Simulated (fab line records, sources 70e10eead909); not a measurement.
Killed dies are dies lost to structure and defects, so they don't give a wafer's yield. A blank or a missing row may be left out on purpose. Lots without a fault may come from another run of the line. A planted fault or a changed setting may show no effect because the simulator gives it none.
fab line records | flow nand_harc
record lots=24 wafers=72 last_day=33
route steps=1302 shown P_M0@277 P_M1@317 P_BONDPAD@369 A_ZERO_WELL@412 A_SOURCE_PLATE@416 A_ONON_D1@446
lots that met no fault: from a run of the same line without faults
start_h: hours from the record's first day to the start of the lot's first wafer shown | wait_h: hours since the lot's step before | " the same as in the row above | L1.1+2: a row that stands for several wafers | - no value, or no start given | * or withheld: withheld | < > ~ a bound
route shown NAME@n: a module of which the file shows steps, and the number in the route of the first | usual: mean/standard deviation of fault-free wafers | same: alike in all rows | chamber/n: place in a boat | sites: the reading at each site | _std_site: their standard deviation | _edge_site: outer sites' mean less inner sites' | radius_mm: how far each site lies from the wafer's centre | mask NAME#n: copy n | behind: the tool/chamber that last shaped the wafer | hold: why the lot was held/for how many hours/how that ended | device: the transistor (n, p or np) that didn't switch | end of line: the same wafers' tests at the end of the route | a step without rows: its recipe alone | killed: dies lost to structure and defects at the first sort, not the wafer's yield | map: a wafer's dies, x killed, . not, _ none there
set.NAME: the setting as run; set.NAME@STEP: as run at that earlier step | model.NAME: the simulator's own value behind a step, which no gauge read
steps of the route over a sample of lots; a table a step, a row a wafer
services: from which hour (start_h, from the record's first day; less than 0 if before it) a tool's chamber was out of use, for how many hours, and why
## steps
# step NHARC_P_M0_ANNEAL_30
# recipe temp_c=225 time_s=90
# usual wafer_temp_C_max=225.79/0.28
# same time_s=90
# columns lot.wafer tool chamber start_h wait_h wafer_temp_C_max
L074.4 rtp_anneal-02 0 131.18 0.4 226.14
L074.5 " 0 " " 226.14
L074.6 " 0 " " 226.01
L075.3 rtp_anneal-01 0 131.79 0.3 225.95
L075.4 " 0 " " 225.88
L075.5 " 0 " " 225.79
L076.3 rtp_anneal-01 0 147.66 0.3 225.60
L076.4 " 0 " " 225.82
L076.5 " 0 " " 225.64
L077.1 rtp_anneal-01 0 149.23 - 225.81
L077.4 " 0 " " 225.79
L077.5 " 0 " " 226.05
L078.2 rtp_anneal-02 0 165.81 0.3 225.62
L078.3 " 0 " " 225.75
L078.4 " 0 " " 226.02
L079.1 rtp_anneal-01 0 174.26 - 225.46
L079.4 " 0 " " 225.10
L079.5 " 0 " " 225.48
L080.1 rtp_anneal-01 0 193.72 - 225.39
L080.3 " 0 " " 225.40
L080.6 " 0 " " 225.57
L081.2 rtp_anneal-01 0 194.38 0.4 225.33
L081.3 " 0 " " 225.49
L081.6 " 0 " " 225.41
L082.1 rtp_anneal-02 0 206.86 0.3 226.27
L082.2 " 0 " " 225.90
L082.5 " 0 " " 226.09
L083.1 rtp_anneal-02 0 211.43 - 225.93
L083.2 " 0 " " 226.28
L083.6 " 0 " " 226.01
L084.3 rtp_anneal-01 0 220.20 - 225.71
L084.4 " 0 " " 225.29
L084.5 " 0 " " 225.50
L085.1 rtp_anneal-01 0 231.10 - 225.85
L085.4 " 0 " " 225.53
L085.6 " 0 " " 225.76
L086.1 rtp_anneal-01 0 237.76 0.3 225.60
L086.2 " 0 " " 226.08
L086.5 " 0 " " 225.96
L087.3 rtp_anneal-02 0 255.61 - 225.86
L087.4 " 0 " " 225.86
L087.5 " 0 " " 225.95
L088.2 rtp_anneal-02 0 268.72 - 225.85
L088.4 " 0 " " 226.02
L088.6 " 0 " " 225.75
L089.1 rtp_anneal-02 0 269.56 0.3 225.74
L089.4 " 0 " " 225.87
L089.5 " 0 " " 225.82
L090.1 rtp_anneal-01 0 284.14 - 225.75
L090.4 " 0 " " 225.64
L090.5 " 0 " " 225.76
L091.2 rtp_anneal-02 0 288.74 - 225.92
L091.4 " 0 " " 226.01
L091.6 " 0 " " 225.92
L092.1 rtp_anneal-01 0 304.50 - 225.54
L092.4 " 0 " " 225.67
L092.6 " 0 " " 225.45
L093.1 rtp_anneal-02 0 312.34 0.3 226.15
L093.2 " 0 " " 225.86
L093.4 " 0 " " 225.76
L094.1 rtp_anneal-01 0 324.74 0.3 225.77
L094.2 " 0 " " 225.71
L094.5 " 0 " " 226.10
L095.2 rtp_anneal-02 0 347.21 - 226.04
L095.3 " 0 " " 226.32
L095.4 " 0 " " 226.33
L096.2 rtp_anneal-02 0 349.48 - 226.67
L096.3 " 0 " " 226.22
L096.5 " 0 " " 225.62
L097.1 rtp_anneal-02 0 359.05 - 225.81
L097.2 " 0 " " 225.77
L097.3 " 0 " " 225.91
# step NHARC_P_M1_DEP_33
# recipe target_thk_a=300 temp_c=370 target_thk_nm=30 pressure_torr=3 flow_sccm=200 rf_w=450 material=SiCN
# usual chamber_pressure_Torr=2.999/0.0063 heater_power_w=606/89
# columns lot.wafer tool chamber start_h wait_h chamber_pressure_Torr heater_power_w
L074.6 pecvd-03 0 136.32 0.2 3.001 562
L074.4 " 1 " " 2.988 462
L074.5 " 2 " " 2.986 668
L075.3 pecvd-04 0 136.84 0.1 2.991 708
L075.4 " 2 " " 3.006 583
L075.5 " 0 " " 2.992 701
L076.3 pecvd-03 2 152.74 0.1 3.002 542
L076.5 " 0 " " 2.994 584
L076.4 " 1 " " 2.996 488
L077.1 pecvd-04 2 154.30 0.1 3.001 592
L077.5 " 1 " " 2.999 676
L077.4 " 2 " " 2.988 599
L078.3 pecvd-03 1 171.03 0.1 3.000 446
L078.2 " 2 " " 2.996 623
L078.4 " 0 " " 3.002 484
L079.1 pecvd-01 0 179.54 0.1 3.009 599
L079.4 " 1 " " 2.995 558
L079.5 " 2 " " 3.003 762
L080.3 pecvd-04 2 198.68 0.1 3.003 628
L080.1 " 0 " " 3.002 636
L080.6 " 2 " " 2.995 605
L081.2 pecvd-04 2 199.72 0.1 3.009 606
L081.3 " 1 " " 2.998 699
L081.6 " 1 " " 2.995 670
L082.1 pecvd-03 1 212.47 0.1 3.007 505
L082.2 " 0 " " 3.000 602
L082.5 " 0 " " 3.001 610
L083.2 pecvd-04 1 217.08 0.1 2.999 611
L083.1 " 2 " " 2.998 614
L083.6 " 0 " " 3.004 704
L084.3 pecvd-03 1 225.28 0.1 2.994 532
L084.5 " 0 " " 2.995 520
L084.4 " 1 " " 2.998 519
L085.1 pecvd-03 2 236.28 0.1 2.996 611
L085.4 " 2 " " 2.995 601
L085.6 " 0 " " 3.004 595
L086.1 pecvd-01 2 242.95 0.1 3.003 727
L086.2 " 1 " " 3.008 644
L086.5 " 0 " " 2.994 525
L087.3 pecvd-04 2 260.74 0.1 3.010 493
L087.4 " 1 " " 2.997 706
L087.5 " 2 " " 2.999 492
L088.2 pecvd-01 2 273.66 0.1 3.008 797
L088.4 " 2 " " 3.009 766
L088.6 " 0 " " 2.991 524
L089.1 pecvd-01 0 274.81 0.1 2.995 532
L089.4 " 1 " " 2.990 504
L089.5 " 2 " " 2.999 669
L090.1 pecvd-04 2 289.28 0.1 3.011 488
L090.5 " 2 " " 3.009 477
L090.4 " 1 " " 2.998 652
L091.2 pecvd-01 1 293.86 0.1 2.991 547
L091.6 " 1 " " 2.993 540
L091.4 " 2 " " 3.004 683
L092.1 pecvd-04 1 309.73 0.1 2.987 710
L092.4 " 2 " " 3.001 590
L092.6 " 2 " " 3.000 590
L093.1 pecvd-04 2 317.43 0.1 2.990 570
L093.2 " 1 " " 2.991 700
L093.4 " 2 " " 2.995 586
L094.1 pecvd-03 2 329.91 0.1 2.999 635
L094.2 " 0 " " 2.998 527
L094.5 " 0 " " 3.005 526
L095.3 pecvd-04 2 352.37 0.1 2.996 603
L095.2 " 1 " " 3.004 664
L095.4 " 2 " " 2.995 580
L096.3 pecvd-01 1 354.66 0.1 2.997 606
L096.2 " 0 " " 2.992 623
L096.5 " 0 " " 3.007 641
L097.2 pecvd-03 0 364.34 0.1 2.980 582
L097.3 " 1 " " 2.993 451
L097.1 " 2 " " 3.007 601
# step NHARC_P_BONDPAD_ETCH_12
# recipe target_depth_a=2000 time_s=100 chf3_flow_sccm=50 o2_flow_sccm=10 ar_flow_sccm=200 rf_w=500 bias_w=200 chemistry=CHF3/O2
# usual drypump_motor_current_A=5.9/0.55 oes_product_au=0.936/0.026 rf_vpp_V=370.9/1.9 showerhead_plenum_p_Torr=2.41/0.073 throttle_valve_pct=20.573/0.011
# same time_s=100
# columns lot.wafer tool chamber start_h wait_h drypump_motor_current_A oes_product_au rf_hours_counter_h rf_vpp_V showerhead_plenum_p_Torr throttle_valve_pct
L074.4 rie_diel-12 2 - - 6.2 0.926 1.6 373.9 2.54 20.556
L074.5 " 3 " " 5.7 0.941 - 370.2 2.41 20.562
L074.6 " 0 " " 6.6 0.912 - 372.3 2.53 20.571
L075.3 rie_diel-12 0 - - 6.6 0.907 1.6 374.4 2.53 20.578
L075.4 " 1 " " 5.8 0.909 1.7 368.2 2.32 20.580
L075.5 " 2 " " 6.2 0.928 - 373.1 2.54 20.575
L076.4 rie_diel-05 2 - - 6.4 0.998 3.4 369.5 2.33 20.567
L076.3 " 1 " " 6.4 0.949 1.8 372.5 2.44 20.593
L076.5 " 2 " " 6.4 1.002 - 369.9 2.33 20.572
L077.1 rie_diel-05 0 - - 5.3 0.932 3.6 370.6 2.37 20.580
L077.4 " 1 " " 6.4 0.919 1.8 369.0 2.44 20.587
L077.5 " 1 " " 6.4 0.915 - 372.5 2.44 20.558
L078.4 rie_diel-05 2 - - 6.4 0.949 3.7 368.9 2.33 20.576
L078.3 " 3 " " 4.8 0.910 3.8 368.8 2.41 20.582
L078.2 " 0 " " 5.3 0.927 4.0 369.6 2.37 20.573
L079.4 rie_diel-05 0 - - 5.3 0.924 4.1 370.5 2.37 20.569
L079.1 " 1 " " 6.4 0.922 2.3 371.8 2.44 20.568
L079.5 " 3 " " 4.8 0.905 - 369.8 2.41 20.571
L081.3 rie_diel-12 0 - - 6.6 0.957 4.9 374.1 2.53 20.559
L081.2 " 1 " " 5.8 0.957 6.0 368.7 2.32 20.576
L081.6 " 1 " " 5.8 0.961 - 368.5 2.32 20.576
L080.3 rie_diel-08 0 - - 6.0 0.961 0.3 369.4 2.33 20.568
L080.1 " 1 " " 6.3 0.949 0.3 374.0 2.51 20.579
L080.6 " 0 " " 6.0 0.956 - 368.6 2.33 20.573
L082.1 rie_diel-08 3 - - 6.4 1.001 0.7 369.2 2.33 20.580
L082.2 " 2 " " 6.1 0.949 0.6 372.6 2.44 20.586
L082.5 " 3 " " 6.4 1.010 - 369.8 2.33 20.568
L083.2 rie_diel-05 2 - - 6.4 0.942 4.8 370.3 2.33 20.584
L083.1 " 1 " " 6.4 0.909 3.3 372.4 2.44 20.568
L083.6 " 2 " " 6.4 0.947 - 369.2 2.33 20.561
L084.4 rie_diel-12 3 - - 5.7 0.951 7.7 371.3 2.40 20.580
L084.3 " 0 " " 6.6 0.924 7.2 373.4 2.53 20.565
L084.5 " 3 " " 5.7 0.944 - 370.7 2.40 20.563
L085.1 rie_diel-08 0 - - 6.0 0.959 2.1 368.5 2.33 20.568
L085.4 " 2 " " 6.1 0.962 2.4 371.2 2.44 20.576
L085.6 " 0 " " 6.0 0.957 - 367.9 2.33 20.575
L086.1 rie_diel-08 1 - - 6.3 0.921 2.0 372.5 2.51 20.573
L086.2 " 3 " " 6.4 0.939 3.0 368.4 2.33 20.560
L086.5 " 2 " " 6.1 0.919 - 370.9 2.44 20.563
L087.3 rie_diel-05 1 - - 6.4 0.910 1.0 372.3 2.44 20.556
L087.4 " 2 " " 6.4 0.941 1.1 368.3 2.33 20.554
L087.5 " 3 " " 4.8 0.925 - 371.7 2.40 20.580
L088.2 rie_diel-08 1 - - 6.3 0.967 4.2 373.6 2.51 20.579
L088.4 " 3 " " 6.4 1.004 4.8 368.9 2.33 20.566
L088.6 " 1 " " 6.3 0.955 - 373.1 2.51 20.562
L089.1 rie_diel-05 1 281.07 0.1 6.4 0.933 1.2 372.4 2.44 20.586
L089.4 " 0 " " 5.3 0.929 - 371.1 2.37 20.579
L089.5 " 0 " " 5.3 0.925 - 370.3 2.37 20.578
L090.4 rie_diel-05 2 - - 6.4 0.981 1.4 370.5 2.33 20.564
L090.1 " 0 " " 5.4 0.946 1.9 370.3 2.37 20.574
L090.5 " 3 " " 4.8 0.964 - 370.2 2.40 20.564
L091.2 rie_diel-12 0 - - 6.6 0.914 0.4 372.9 2.52 20.564
L091.4 " 1 " " 5.8 0.920 0.3 369.1 2.32 20.583
L091.6 " 3 " " 5.7 0.928 - 370.9 2.40 20.574
L092.4 rie_diel-12 1 - - 5.8 0.918 1.0 367.9 2.32 20.568
L092.1 " 2 " " 6.2 0.929 1.3 374.3 2.54 20.570
L092.6 " 1 " " 5.8 0.922 - 367.7 2.32 20.563
L093.1 rie_diel-05 3 - - 4.8 0.929 1.8 370.8 2.40 20.578
L093.2 " 0 " " 5.3 0.904 2.1 370.1 2.37 20.579
L093.4 " 1 " " 6.4 0.906 2.0 371.3 2.44 20.576
L094.2 rie_diel-08 1 - - 6.3 0.938 7.6 373.3 2.51 20.577
L094.1 " 2 " " 6.1 0.907 8.5 370.4 2.43 20.559
L094.5 " 0 " " 6.0 0.917 - 369.5 2.32 20.575
L095.3 rie_diel-05 3 - - 4.8 0.920 2.3 371.5 2.40 20.590
L095.4 " 0 " " 5.3 0.907 2.6 370.1 2.37 20.575
L095.2 " 2 " " 6.4 0.927 2.2 370.1 2.33 20.591
L096.2 rie_diel-08 2 - - 6.1 0.912 10.6 372.3 2.43 20.583
L096.3 " 0 " " 6.0 0.914 9.9 367.5 2.32 20.560
L096.5 " 2 " " 6.1 0.910 - 370.8 2.43 20.544
L097.1 rie_diel-12 3 - - 5.7 0.922 4.2 370.6 2.40 20.575
L097.3 " 1 " " 5.8 0.915 4.1 369.7 2.32 20.574
L097.2 " 2 " " 6.2 0.943 4.5 372.8 2.54 20.570
# step NHARC_A_ZERO_WELL_INSPECT_17
# usual raw_defect_count=10/5.3
# columns lot.wafer tool chamber start_h wait_h raw_defect_count
L074.4 defect_inspect-01 - 147.74 0.1 4
L074.5 " - " " 4
L074.6 " - " " 8
L075.3 defect_inspect-01 - 148.44 0.1 6
L075.4 " - " " 5
L075.5 " - " " 9
L076.3 defect_inspect-01 - 163.64 0.1 9
L076.4 " - " " 8
L076.5 " - " " 23
L077.1 defect_inspect-02 - 165.55 0.2 3
L077.4 " - " " 10
L077.5 " - " " 9
L078.2 defect_inspect-02 - 182.83 0.1 7
L078.3 " - " " 4
L078.4 " - " " 6
L079.1 defect_inspect-02 - 190.72 0.2 16
L079.4 " - " " 16
L079.5 " - " " 11
L080.1 defect_inspect-01 - 211.95 0.2 12
L080.3 " - " " 6
L080.6 " - " " 15
L081.2 defect_inspect-01 - 212.19 0.1 11
L081.3 " - " " 6
L081.6 " - " " 7
L082.1 defect_inspect-01 - 224.84 0.2 11
L082.2 " - " " 12
L082.5 " - " " 16
L083.1 defect_inspect-01 - 228.46 0.2 4
L083.2 " - " " 12
L083.6 " - " " 6
L084.3 defect_inspect-01 - 236.33 0.1 6
L084.4 " - " " 10
L084.5 " - " " 25
L085.1 defect_inspect-02 - 247.46 0.2 14
L085.4 " - " " 15
L085.6 " - " " 6
L086.1 defect_inspect-02 - 254.93 0.2 10
L086.2 " - " " 6
L086.5 " - " " 7
L087.3 defect_inspect-02 - 272.07 0.1 4
L087.4 " - " " 4
L087.5 " - " " 2
L088.2 defect_inspect-01 - 284.97 0.1 21
L088.4 " - " " 13
L088.6 " - " " 13
L089.1 defect_inspect-01 - 286.36 0.2 7
L089.4 " - " " 17
L089.5 " - " " 28
L090.1 defect_inspect-01 - 300.63 0.2 20
L090.4 " - " " 8
L090.5 " - " " 4
L091.2 defect_inspect-02 - 305.32 0.1 3
L091.4 " - " " 6
L091.6 " - " " 7
L092.1 defect_inspect-01 - 321.29 0.2 5
L092.4 " - " " 6
L092.6 " - " " 8
L093.1 defect_inspect-01 - 328.89 0.2 8
L093.2 " - " " 12
L093.4 " - " " 7
L094.1 defect_inspect-02 - 341.48 0.2 20
L094.2 " - " " 13
L094.5 " - " " 16
L095.2 defect_inspect-01 - 363.68 0.1 17
L095.3 " - " " 8
L095.4 " - " " 6
L096.2 defect_inspect-01 - 366.13 0.1 18
L096.3 " - " " 11
L096.5 " - " " 16
L097.1 defect_inspect-02 - 376.13 0.2 12
L097.2 " - " " 18
L097.3 " - " " 6
# step NHARC_A_SOURCE_PLATE_THK_MEAS_09
# recipe thk_meas_gauge=ellipsometry
# usual thk_nm=9.9/0.96
# columns lot.wafer tool chamber start_h wait_h thk_nm
L075.3 film_metro-01 - 154.76 0.4 10.0
L075.4 " - " " 10.3
L075.5 " - " " 9.9
L074.4 film_metro-02 - 154.77 0.4 8.8
L074.5 " - " " 10.2
L074.6 " - " " 10.5
L077.1 film_metro-02 - 171.43 0.4 7.9
L077.4 " - " " 8.2
L077.5 " - " " 9.8
L076.3 film_metro-01 - 171.43 0.4 9.4
L076.4 " - " " 9.2
L076.5 " - " " 9.1
L078.2 film_metro-02 - 190.10 0.4 9.6
L078.3 " - " " 8.9
L078.4 " - " " 9.1
L079.1 film_metro-01 - 198.07 0.4 9.6
L079.4 " - " " 8.6
L079.5 " - " " 8.8
L080.1 film_metro-01 - 219.16 0.4 8.7
L080.3 " - " " 9.0
L080.6 " - " " 9.5
L081.2 film_metro-02 - 219.16 0.4 10.3
L081.3 " - " " 10.8
L081.6 " - " " 10.2
L082.1 film_metro-01 - 232.12 0.4 10.0
L082.2 " - " " 9.2
L082.5 " - " " 10.3
L083.1 film_metro-01 - 235.80 0.4 11.1
L083.2 " - " " 10.6
L083.6 " - " " 9.6
L084.3 film_metro-01 - 243.16 0.4 10.3
L084.4 " - " " 11.0
L084.5 " - " " 9.8
L085.1 film_metro-01 - 256.20 0.4 9.7
L085.4 " - " " 10.5
L085.6 " - " " 10.1
L086.1 film_metro-01 - 261.80 0.4 8.9
L086.2 " - " " 10.1
L086.5 " - " " 10.2
L087.3 film_metro-01 - 279.18 0.4 8.8
L087.4 " - " " 10.3
L087.5 " - " " 8.3
L088.2 film_metro-02 - 292.48 0.4 9.4
L088.4 " - " " 9.0
L088.6 " - " " 9.6
L089.1 film_metro-01 - 292.50 0.4 9.7
L089.4 " - " " 10.2
L089.5 " - " " 10.5
L090.1 film_metro-02 - 313.28 0.4 9.6
L090.4 " - " " 10.7
L090.5 " - " " 10.2
L091.2 film_metro-01 - 313.28 0.4 10.4
L091.4 " - " " 10.9
L091.6 " - " " 9.5
L092.1 film_metro-02 - 328.12 0.4 10.4
L092.4 " - " " 9.4
L092.6 " - " " 9.9
L093.1 film_metro-02 - 335.75 0.4 9.7
L093.2 " - " " 12.3
L093.4 " - " " 9.1
L094.1 film_metro-02 - 348.30 0.4 9.6
L094.2 " - " " 8.8
L094.5 " - " " 10.6
L095.2 film_metro-02 - 370.44 0.4 10.5
L095.3 " - " " 7.5
L095.4 " - " " 9.8
L096.2 film_metro-01 - 370.44 0.4 9.9
L096.3 " - " " 8.2
L096.5 " - " " 11.2
L097.1 film_metro-01 - 383.42 0.4 9.5
L097.2 " - " " 10.5
L097.3 " - " " 9.0
# step NHARC_A_ONON_D1_DEP_33
# recipe target_thk_a=2000 temp_c=400 pressure_torr=6.5 rf_w=900 teos_flow_sccm=161.4 flow_sccm=2650 target_thk_nm=200 gas=O2 material=SiO2
# usual chamber_pressure_Torr=6.503/0.015 heater_power_w=574/99 throttle_valve_pct=16.1/0.66
# columns lot.wafer tool chamber start_h wait_h chamber_pressure_Torr heater_power_w throttle_valve_pct
L075.3 pecvd-02 1 181.10 0.1 6.491 618 16.1
L075.5 " 2 " " 6.510 507 17.0
L075.4 " 1 " " 6.503 642 16.0
L074.5 pecvd-03 1 181.15 0.2 6.518 423 15.0
L074.6 " 2 " " 6.518 631 17.1
L074.4 " 0 " " 6.506 503 16.4
L077.1 pecvd-01 2 197.47 0.2 6.513 749 16.1
L077.5 " 0 " " 6.511 498 16.0
L077.4 " 2 " " 6.523 784 16.1
L076.3 pecvd-01 0 197.74 0.5 6.497 516 15.9
L076.5 " 2 " " 6.502 828 16.0
L076.4 " 0 " " 6.513 521 15.9
L078.2 pecvd-01 0 218.35 0.1 6.522 509 16.0
L078.3 " 1 " " 6.488 486 15.8
L078.4 " 2 " " 6.539 757 16.2
L079.1 pecvd-03 0 223.98 0.1 6.476 559 16.1
L079.4 " 1 " " 6.489 434 14.6
L079.5 " 2 " " 6.498 538 15.8
L080.1 pecvd-03 0 246.46 0.1 6.481 557 16.0
L080.3 " 2 " " 6.494 546 15.9
L080.6 " 1 " " 6.496 446 14.4
L081.2 pecvd-02 1 246.49 0.1 6.464 666 16.1
L081.3 " 0 " " 6.504 468 16.3
L081.6 " 2 " " 6.508 606 17.4
L082.2 pecvd-01 1 258.20 0.1 6.526 499 16.1
L082.1 " 2 " " 6.499 819 16.0
L082.5 " 1 " " 6.504 517 16.3
L083.1 pecvd-01 1 264.17 0.1 6.503 582 16.0
L083.2 " 0 " " 6.503 575 16.0
L083.6 " 1 " " 6.493 597 15.7
L084.3 pecvd-02 2 270.40 0.1 6.501 588 17.1
L084.5 " 1 " " 6.496 586 16.0
L084.4 " 2 " " 6.499 583 17.2
L086.1 pecvd-01 2 287.38 0.1 6.491 827 16.5
L086.2 " 0 " " 6.517 440 16.3
L086.5 " 2 " " 6.494 820 16.3
L085.1 pecvd-03 0 287.40 0.1 6.487 589 16.1
L085.4 " 1 " " 6.508 444 14.7
L085.6 " 0 " " 6.490 447 16.1
L087.3 pecvd-01 2 306.04 0.1 6.512 656 16.3
L087.5 " 1 " " 6.513 549 16.2
L087.4 " 2 " " 6.508 688 16.4
L088.2 pecvd-03 1 321.56 0.1 6.487 462 14.7
L088.6 " 0 " " 6.491 590 16.0
L088.4 " 2 " " 6.501 590 16.0
L089.1 pecvd-03 1 321.83 0.4 6.527 486 14.6
L089.5 " 0 " " 6.465 515 16.0
L089.4 " 2 " " 6.510 629 15.8
L091.2 pecvd-01 0 339.20 0.1 6.501 566 15.6
L091.4 " 2 " " 6.502 774 15.9
L091.6 " 1 " " 6.532 536 15.9
L090.1 pecvd-02 1 339.25 0.1 6.499 651 15.9
L090.4 " 2 " " 6.479 566 17.3
L090.5 " 0 " " 6.505 569 16.7
L092.1 pecvd-02 0 355.59 0.1 6.503 478 16.3
L092.4 " 1 " " 6.494 574 16.3
L092.6 " 0 " " 6.489 503 16.6
L093.1 pecvd-02 0 363.98 0.1 6.502 524 16.5
L093.2 " 2 " " 6.515 488 17.4
L093.4 " 1 " " 6.488 616 15.9
L094.2 pecvd-02 1 374.75 0.1 6.500 676 16.0
L094.1 " 2 " " 6.518 599 17.6
L094.5 " 2 " " 6.514 606 17.7
L096.2 pecvd-02 1 396.42 0.1 6.484 667 16.1
L096.3 " 2 " " 6.493 609 17.6
L096.5 " 0 " " 6.505 464 16.5
L095.3 pecvd-03 0 396.44 0.1 6.502 441 16.1
L095.2 " 1 " " 6.486 453 14.5
L095.4 " 2 " " 6.483 633 16.5
L097.1 pecvd-01 2 408.95 0.1 6.504 771 16.1
L097.3 " 0 " " 6.503 586 16.0
L097.2 " 1 " " 6.482 483 15.8
## services
# columns tool chamber start_h hours kind
pecvd-02 - 121.38 14.6 repair
rie_diel-05 3 128.90 12.1 repair
pecvd-01 - 130.00 13.0 pm
rie_diel-05 1 139.90 16.7 repair
rie_diel-05 3 161.83 10.5 repair
pecvd-03 - 185.00 13.0 pm
rie_diel-05 0 221.39 7.3 repair
rie_diel-05 - 229.60 9.0 pm
pecvd-01 - 259.94 0.6 repair
pecvd-03 - 261.61 1.1 repair
pecvd-04 - 269.00 13.0 pm
rie_diel-05 - 272.34 2.6 repair
rie_diel-05 2 278.46 7.6 repair
pecvd-01 - 278.93 0.3 repair
rie_diel-05 3 280.32 3.9 repair
pecvd-04 0 308.56 4.1 repair
pecvd-01 - 311.34 13.0 pm
pecvd-04 - 332.02 0.9 repair
pecvd-03 - 351.50 1.8 repair
pecvd-03 - 365.09 3.3 repair
pecvd-03 - 368.41 13.0 pm
rtp_anneal-01 - 372.26 12.0 pm
rie_diel-05 - 406.60 9.0 pm
pecvd-03 - 408.28 0.5 repair
## key
fault none
